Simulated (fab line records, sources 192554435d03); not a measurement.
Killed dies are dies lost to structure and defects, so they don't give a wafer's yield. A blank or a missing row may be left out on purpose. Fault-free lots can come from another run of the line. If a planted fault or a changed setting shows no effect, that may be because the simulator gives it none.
Matching of chambers	flow n5-finfet	rie-diel-02 running N5_MOL_CONTACT_COAG_CONTACT_ETCH_14: 4 sister chambers
The step etches SiO2 in C4F6/O2, target depth 27.5 nm, overetch 8.5 nm, time 20 s. 8 wafers are shown with their chamber, then 8 later ones without.

## WAFERS PAIRED WITH THEIR CHAMBERS
wafer	chamber	showerhead-plenum-p-Torr (Torr)	throttle-valve-pct (%)
L076.4	3	2.87	20.98
L081.2	1	3.03	21.52
L081.3	2	2.84	21.42
L081.4	3	2.86	21.01
L087.3	0	3.01	21.53
L087.4	2	2.84	21.43
L087.6	1	3.02	21.53
L088.1	0	3.01	21.55

## WAFERS WITH NO CHAMBER GIVEN
wafer	showerhead-plenum-p-Torr (Torr)	throttle-valve-pct (%)
L088.2	2.86	21.03
L088.4	2.86	21.04
L092.4	2.85	21.04
L092.5	3.01	21.54
L092.6	3.02	21.54
L094.2	2.84	21.43
L094.5	2.84	21.43
L094.6	3.02	21.56

## CHAMBER TAKEN BY EACH
wafer	from the rows above	in truth
L088.2	3	3
L088.4	3	3
L092.4	3	3
L092.5	0	0
L092.6	can't be placed: 1 or 0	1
L094.2	2	2
L094.5	2	2
L094.6	can't be placed: 0 or 1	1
Correctly placed: 6 of 8. Not placeable from these rows: 2 (in 2, the candidates include the true chamber). Number placed wrongly: 0.
How it was worked out, from the rows above alone: a wafer's distance from a chamber is the root of the sum, over the readings, of the square of ((its reading less the chamber's mean) divided by the reading's scatter). The wafer belongs to the nearest chamber; if the next one is less than 2 further off, it can't be placed. A chamber's mean is the mean of its shown wafers. The scatter: take each reading less its chamber's mean, square it, sum over the shown wafers, divide by the number of wafers less the number of chambers, and take the root.
